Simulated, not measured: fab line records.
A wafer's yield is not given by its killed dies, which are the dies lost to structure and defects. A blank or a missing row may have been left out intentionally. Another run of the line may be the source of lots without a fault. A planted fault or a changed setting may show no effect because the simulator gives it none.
The tool behind it: which one? :: flow nandHarc :: 12 lots, 36 wafers sampled, at 5 steps of a route of 1159

WHAT THE GAUGES SHOWED, per wafer
NHARC_END_SORT_01. Usual: killedAtArray 28, standard deviation 9.1; killedAtOther 0.6, standard deviation 0.87; killedAtPeriphery 3.4, standard deviation 2.7; killedDies 32, standard deviation 9; killedOpen 3.2, standard deviation 1.9; killedShort 2.0, standard deviation 1.3.
lot: L533
measured: day 21 13:59
on: prober-02
killedAtArray: 658 25 33
killedAtOther: 1 1 1
killedAtPeriphery: 1 4 1
killedDies: 660 30 35
killedOpen: 3 4 2
killedShort: 1 1 4
flag: OFF

lot: L531
measured: day 22 05:53
on: prober-02
killedAtArray: 660 35 38
killedAtOther: 0 0 1
killedAtPeriphery: 5 9 7
killedDies: 665 44 46
killedOpen: 2 4 7
killedShort: 2 1 1
flag: OFF

WHAT TOOL EACH LOT RAN ON (gives the tool, then ch and the chambers of the sampled wafers, and finally the start)
lot: L526
NHARC_A_STAIRCASE_DESCUM_443: rieDiel-13 ch 1,3, day 13 20:06
NHARC_A_SGD_CUT_ETCH_59: rieDiel-07 ch 0,1,3, day 14 02:15
NHARC_A_SGD_CUT_ETCH_16: rieDiel-07 ch 0,2,3, day 14 12:09 or earlier
NHARC_A_SLIT_DEP_00: aclDep-01 ch 0, day 14 12:09

lot: L528
NHARC_A_STAIRCASE_DESCUM_443: rieDiel-09 ch 0,1,3, day 13 20:25
NHARC_A_SGD_CUT_ETCH_59: rieDiel-10 ch 0,2,3, day 14 02:41
NHARC_A_SGD_CUT_ETCH_16: rieDiel-10 ch 0,1,3, day 14 13:01 or earlier
NHARC_A_SLIT_DEP_00: aclDep-02 ch 0, day 14 13:01

lot: L525
NHARC_A_STAIRCASE_DESCUM_443: rieDiel-13 ch 0,1,2, day 14 07:28
NHARC_A_SGD_CUT_ETCH_59: rieDiel-10 ch 1,3, day 14 13:36
NHARC_A_SGD_CUT_ETCH_16: rieDiel-10 ch 1,2,3, day 14 20:42 or earlier
NHARC_A_SLIT_DEP_00: aclDep-01 ch 0, day 14 20:42

lot: L533
NHARC_A_STAIRCASE_DESCUM_443: rieDiel-09 ch 1,2,3, day 15 18:35
NHARC_A_SGD_CUT_ETCH_59: rieDiel-07 ch 1,2,3, day 16 03:01
NHARC_A_SGD_CUT_ETCH_16: rieDiel-07 ch 1,2,3, day 16 08:10 or earlier
NHARC_A_SLIT_DEP_00: aclDep-03 ch 0, day 16 08:10

lot: L531
NHARC_A_STAIRCASE_DESCUM_443: rieDiel-09 ch 1,3, day 15 19:02
NHARC_A_SGD_CUT_ETCH_59: rieDiel-07 ch 0,2,3, day 16 09:34
NHARC_A_SGD_CUT_ETCH_16: rieDiel-07 ch 0,1,2, day 16 18:38 or earlier
NHARC_A_SLIT_DEP_00: aclDep-01 ch 0, day 16 18:38

lot: L540
NHARC_A_STAIRCASE_DESCUM_443: rieDiel-05 ch 2,3, day 17 06:33
NHARC_A_SGD_CUT_ETCH_59: rieDiel-02 ch 0,2,3, day 17 13:16
NHARC_A_SGD_CUT_ETCH_16: rieDiel-02 ch 0,2, day 17 21:07 or earlier
NHARC_A_SLIT_DEP_00: aclDep-03 ch 0, day 17 21:07

lot: L544
NHARC_A_STAIRCASE_DESCUM_443: rieDiel-09 ch 0,2,3, day 17 17:08
NHARC_A_SGD_CUT_ETCH_59: rieDiel-02 ch 1,3, day 17 23:26
NHARC_A_SGD_CUT_ETCH_16: rieDiel-02 ch 1,2,3, day 18 11:45 or earlier
NHARC_A_SLIT_DEP_00: aclDep-03 ch 0, day 18 11:45

lot: L543
NHARC_A_STAIRCASE_DESCUM_443: rieDiel-05 ch 0,1,3, day 17 17:19
NHARC_A_SGD_CUT_ETCH_59: rieDiel-02 ch 0,1,2, day 18 00:05
NHARC_A_SGD_CUT_ETCH_16: rieDiel-02 ch 1,2,3, day 18 10:17 or earlier
NHARC_A_SLIT_DEP_00: aclDep-02 ch 0, day 18 10:17

lot: L545
NHARC_A_STAIRCASE_DESCUM_443: rieDiel-13 ch 1,3, day 18 16:28
NHARC_A_SGD_CUT_ETCH_59: rieDiel-02 ch 1,2,3, day 18 22:30
NHARC_A_SGD_CUT_ETCH_16: rieDiel-02 ch 0,1,3, day 19 06:16 or earlier
NHARC_A_SLIT_DEP_00: aclDep-02 ch 0, day 19 06:16

lot: L546
NHARC_A_STAIRCASE_DESCUM_443: rieDiel-09 ch 0,1,2, day 18 22:27
NHARC_A_SGD_CUT_ETCH_59: rieDiel-10 ch 0,2,3, day 19 04:42
NHARC_A_SGD_CUT_ETCH_16: rieDiel-10 ch 0,1,2, day 19 12:23 or earlier
NHARC_A_SLIT_DEP_00: aclDep-02 ch 0, day 19 12:23

lot: L547
NHARC_A_STAIRCASE_DESCUM_443: rieDiel-05 ch 0,1,2, day 19 04:14
NHARC_A_SGD_CUT_ETCH_59: rieDiel-10 ch 1,2,3, day 19 10:31
NHARC_A_SGD_CUT_ETCH_16: rieDiel-10 ch 0,2,3, day 19 18:11 or earlier
NHARC_A_SLIT_DEP_00: aclDep-01 ch 0, day 19 18:11

lot: L548
NHARC_A_STAIRCASE_DESCUM_443: rieDiel-05 ch 0,1,3, day 19 10:58
NHARC_A_SGD_CUT_ETCH_59: rieDiel-10 ch 2,3, day 19 17:32
NHARC_A_SGD_CUT_ETCH_16: rieDiel-10 ch 0,2, day 20 01:03 or earlier
NHARC_A_SLIT_DEP_00: aclDep-01 ch 0, day 20 01:03
- NHARC_A_STAIRCASE_DESCUM_443: chemistry O2, time 3 s.
- NHARC_A_SGD_CUT_ETCH_59: etches the open film in N2/H2, target depth 260 nm, time 406.25 s.
- NHARC_A_SGD_CUT_ETCH_16: etches the open film in C4F8/O2/Ar, target depth 310.5 nm, time 155.2 s.
- NHARC_A_SLIT_DEP_00: deposits aC, target thk 3200 nm.

WHAT THE TOOLS THEMSELVES READ (means of the sampled wafers that have a number; where no wafer has one, the mark that the record gives instead)
NHARC_A_STAIRCASE_DESCUM_443. Usual: drypumpMotorCurrentA 5.7 A, standard deviation 0.59; oesProductAu 0.994 a.u., standard deviation 0.0095; rfVppV 57.9 V, standard deviation 0.91; showerheadPlenumPTorr 1.92 Torr, standard deviation 0.069; throttleValvePct 11.311 %, standard deviation 0.0089.
lot: L526
tool: rieDiel-13
drypumpMotorCurrentA (A): 6.0
oesProductAu (a.u.): 1.000
rfVppV (V): 58.6
showerheadPlenumPTorr (Torr): 1.95
throttleValvePct (%): 11.308
flag: 

lot: L528
tool: rieDiel-09
drypumpMotorCurrentA (A): 5.4
oesProductAu (a.u.): 0.998
rfVppV (V): 58.3
showerheadPlenumPTorr (Torr): 1.97
throttleValvePct (%): 11.306
flag: 

lot: L525
tool: rieDiel-13
drypumpMotorCurrentA (A): 6.2
oesProductAu (a.u.): 0.995
rfVppV (V): 56.9
showerheadPlenumPTorr (Torr): 1.89
throttleValvePct (%): 11.314
flag: 

lot: L533
tool: rieDiel-09
drypumpMotorCurrentA (A): 5.4
oesProductAu (a.u.): 0.994
rfVppV (V): 58.5
showerheadPlenumPTorr (Torr): 1.94
throttleValvePct (%): 11.315
flag: 

lot: L531
tool: rieDiel-09
drypumpMotorCurrentA (A): 5.1
oesProductAu (a.u.): 0.992
rfVppV (V): 58.5
showerheadPlenumPTorr (Torr): 1.94
throttleValvePct (%): 11.306
flag: 

lot: L540
tool: rieDiel-05
drypumpMotorCurrentA (A): 5.7
oesProductAu (a.u.): 0.995
rfVppV (V): 58.4
showerheadPlenumPTorr (Torr): 1.89
throttleValvePct (%): 11.312
flag: 

lot: L544
tool: rieDiel-09
drypumpMotorCurrentA (A): 5.4
oesProductAu (a.u.): 1.000
rfVppV (V): 57.8
showerheadPlenumPTorr (Torr): 1.95
throttleValvePct (%): 11.316
flag: 

lot: L543
tool: rieDiel-05
drypumpMotorCurrentA (A): 6.1
oesProductAu (a.u.): 0.989
rfVppV (V): 58.2
showerheadPlenumPTorr (Torr): 1.85
throttleValvePct (%): 11.308
flag: 

lot: L545
tool: rieDiel-13
drypumpMotorCurrentA (A): 5.5
oesProductAu (a.u.): 0.999
rfVppV (V): 58.3
showerheadPlenumPTorr (Torr): 1.96
throttleValvePct (%): 11.315
flag: 

lot: L546
tool: rieDiel-09
drypumpMotorCurrentA (A): 5.8
oesProductAu (a.u.): 0.986
rfVppV (V): 57.1
showerheadPlenumPTorr (Torr): 1.96
throttleValvePct (%): 11.311
flag: 

lot: L547
tool: rieDiel-05
drypumpMotorCurrentA (A): 5.7
oesProductAu (a.u.): 0.995
rfVppV (V): 58.3
showerheadPlenumPTorr (Torr): 1.89
throttleValvePct (%): 11.314
flag: 

lot: L548
tool: rieDiel-05
drypumpMotorCurrentA (A): 6.1
oesProductAu (a.u.): 0.994
rfVppV (V): 57.3
showerheadPlenumPTorr (Torr): 1.85
throttleValvePct (%): 11.309
flag: 

NHARC_A_SGD_CUT_ETCH_59. Usual: drypumpMotorCurrentA 5.8 A, standard deviation 0.42; oesProductAu 0.999 a.u., standard deviation 0.011; rfVppV 430.1 V, standard deviation 2.2; showerheadPlenumPTorr 2.03 Torr, standard deviation 0.072; throttleValvePct 14.170 %, standard deviation 0.0091.
lot: L526
tool: rieDiel-07
drypumpMotorCurrentA (A): 6.0
oesProductAu (a.u.): 1.009
rfVppV (V): 428.3
showerheadPlenumPTorr (Torr): 1.95
throttleValvePct (%): 14.165
flag: 

lot: L528
tool: rieDiel-10
drypumpMotorCurrentA (A): 5.9
oesProductAu (a.u.): 1.003
rfVppV (V): 430.4
showerheadPlenumPTorr (Torr): 2.04
throttleValvePct (%): 14.164
flag: 

lot: L525
tool: rieDiel-10
drypumpMotorCurrentA (A): 5.3
oesProductAu (a.u.): 0.991
rfVppV (V): 429.8
showerheadPlenumPTorr (Torr): 1.98
throttleValvePct (%): 14.168
flag: 

lot: L533
tool: rieDiel-07
drypumpMotorCurrentA (A): 6.1
oesProductAu (a.u.): 0.950
rfVppV (V): 428.8
showerheadPlenumPTorr (Torr): 1.95
throttleValvePct (%): 14.168
flag: OFF

lot: L531
tool: rieDiel-07
drypumpMotorCurrentA (A): 6.1
oesProductAu (a.u.): 0.946
rfVppV (V): 428.9
showerheadPlenumPTorr (Torr): 1.98
throttleValvePct (%): 14.172
flag: OFF

lot: L540
tool: rieDiel-02
drypumpMotorCurrentA (A): 5.5
oesProductAu (a.u.): 1.007
rfVppV (V): 433.3
showerheadPlenumPTorr (Torr): 2.11
throttleValvePct (%): 14.181
flag: 

lot: L544
tool: rieDiel-02
drypumpMotorCurrentA (A): 6.0
oesProductAu (a.u.): 0.998
rfVppV (V): 430.8
showerheadPlenumPTorr (Torr): 2.09
throttleValvePct (%): 14.166
flag: 

lot: L543
tool: rieDiel-02
drypumpMotorCurrentA (A): 5.9
oesProductAu (a.u.): 0.989
rfVppV (V): 432.4
showerheadPlenumPTorr (Torr): 2.10
throttleValvePct (%): 14.160
flag: 

lot: L545
tool: rieDiel-02
drypumpMotorCurrentA (A): 5.7
oesProductAu (a.u.): 0.993
rfVppV (V): 431.9
showerheadPlenumPTorr (Torr): 2.08
throttleValvePct (%): 14.174
flag: 

lot: L546
tool: rieDiel-10
drypumpMotorCurrentA (A): 5.9
oesProductAu (a.u.): 1.001
rfVppV (V): 430.4
showerheadPlenumPTorr (Torr): 2.03
throttleValvePct (%): 14.153
flag: 

lot: L547
tool: rieDiel-10
drypumpMotorCurrentA (A): 5.8
oesProductAu (a.u.): 0.996
rfVppV (V): 430.5
showerheadPlenumPTorr (Torr): 2.01
throttleValvePct (%): 14.170
flag: 

lot: L548
tool: rieDiel-10
drypumpMotorCurrentA (A): 5.9
oesProductAu (a.u.): 0.992
rfVppV (V): 430.4
showerheadPlenumPTorr (Torr): 2.03
throttleValvePct (%): 14.170
flag: 

NHARC_A_SGD_CUT_ETCH_16. Usual: oesProductAu 0.969 a.u., standard deviation 0.017; rfVppV 723 V, standard deviation 3.6.
lot: L526
tool: rieDiel-07
oesProductAu (a.u.): 0.949
rfVppV (V): 721
flag: 

lot: L528
tool: rieDiel-10
oesProductAu (a.u.): 0.978
rfVppV (V): 722
flag: 

lot: L525
tool: rieDiel-10
oesProductAu (a.u.): 0.969
rfVppV (V): 722
flag: 

lot: L533
tool: rieDiel-07
oesProductAu (a.u.): 0.991
rfVppV (V): 718
flag: 

lot: L531
tool: rieDiel-07
oesProductAu (a.u.): 0.983
rfVppV (V): 719
flag: 

lot: L540
tool: rieDiel-02
oesProductAu (a.u.): 0.971
rfVppV (V): 726
flag: 

lot: L544
tool: rieDiel-02
oesProductAu (a.u.): 0.966
rfVppV (V): 725
flag: 

lot: L543
tool: rieDiel-02
oesProductAu (a.u.): 0.951
rfVppV (V): 725
flag: 

lot: L545
tool: rieDiel-02
oesProductAu (a.u.): 0.970
rfVppV (V): 727
flag: 

lot: L546
tool: rieDiel-10
oesProductAu (a.u.): 0.960
rfVppV (V): 723
flag: 

lot: L547
tool: rieDiel-10
oesProductAu (a.u.): 0.970
rfVppV (V): 723
flag: 

lot: L548
tool: rieDiel-10
oesProductAu (a.u.): 0.952
rfVppV (V): 723
flag: 

NHARC_A_SLIT_DEP_00. Usual: throttleValvePct at 34.999 %, with a standard deviation of 0.0092.
lot: L526
tool: aclDep-01
throttleValvePct (%): 34.994
flag: 

lot: L528
tool: aclDep-02
throttleValvePct (%): 35.002
flag: 

lot: L525
tool: aclDep-01
throttleValvePct (%): 35.001
flag: 

lot: L533
tool: aclDep-03
throttleValvePct (%): 35.002
flag: 

lot: L531
tool: aclDep-01
throttleValvePct (%): 35.003
flag: 

lot: L540
tool: aclDep-03
throttleValvePct (%): 35.003
flag: 

lot: L544
tool: aclDep-03
throttleValvePct (%): 34.994
flag: 

lot: L543
tool: aclDep-02
throttleValvePct (%): 34.993
flag: 

lot: L545
tool: aclDep-02
throttleValvePct (%): 35.001
flag: 

lot: L546
tool: aclDep-02
throttleValvePct (%): 34.999
flag: 

lot: L547
tool: aclDep-01
throttleValvePct (%): 34.994
flag: 

lot: L548
tool: aclDep-01
throttleValvePct (%): 35.000
flag: 

THE ANSWER, worked out from the rows above alone
Rule: a lot counts as off when the mean over its wafers that have a number is more than 3 standard deviations away from the usual mean. A lot without any number at a reading at which 4 lots or more have one is off too. The other lots that the step has rows for count as sound. After the gauges, taken in route order, come the tools' own readings; for these a lot's mean is taken, as printed above. At the first step where some lot is off, the reading lying furthest off is the one used; lots without a number count as furthest.
Off: L533, L531 (NHARC_END_SORT_01, killedDies). Neither off nor sound, because the step has no rows for them: L526, L528, L525, L540, L544, L543, L545, L546, L547, L548.
A tool fits if, at a process step before that reading, it ran every lot that is off, and no sound lot after the first of them. Not tried: the gauges at NHARC_END_SORT_01; whatever is off there is also off at NHARC_A_SGD_CUT_ETCH_59, on other tools, and gauge error can't account for it. NHARC_A_SGD_CUT_ETCH_16 gives no start for some lots, so the hours and the order of its lots are those of NHARC_A_SLIT_DEP_00. This does not decide it: 2 tools fit, namely rieDiel-09 at NHARC_A_STAIRCASE_DESCUM_443 and rieDiel-07 at NHARC_A_SGD_CUT_ETCH_59 and NHARC_A_SGD_CUT_ETCH_16.

WHAT THE SIMULATOR PUT IN
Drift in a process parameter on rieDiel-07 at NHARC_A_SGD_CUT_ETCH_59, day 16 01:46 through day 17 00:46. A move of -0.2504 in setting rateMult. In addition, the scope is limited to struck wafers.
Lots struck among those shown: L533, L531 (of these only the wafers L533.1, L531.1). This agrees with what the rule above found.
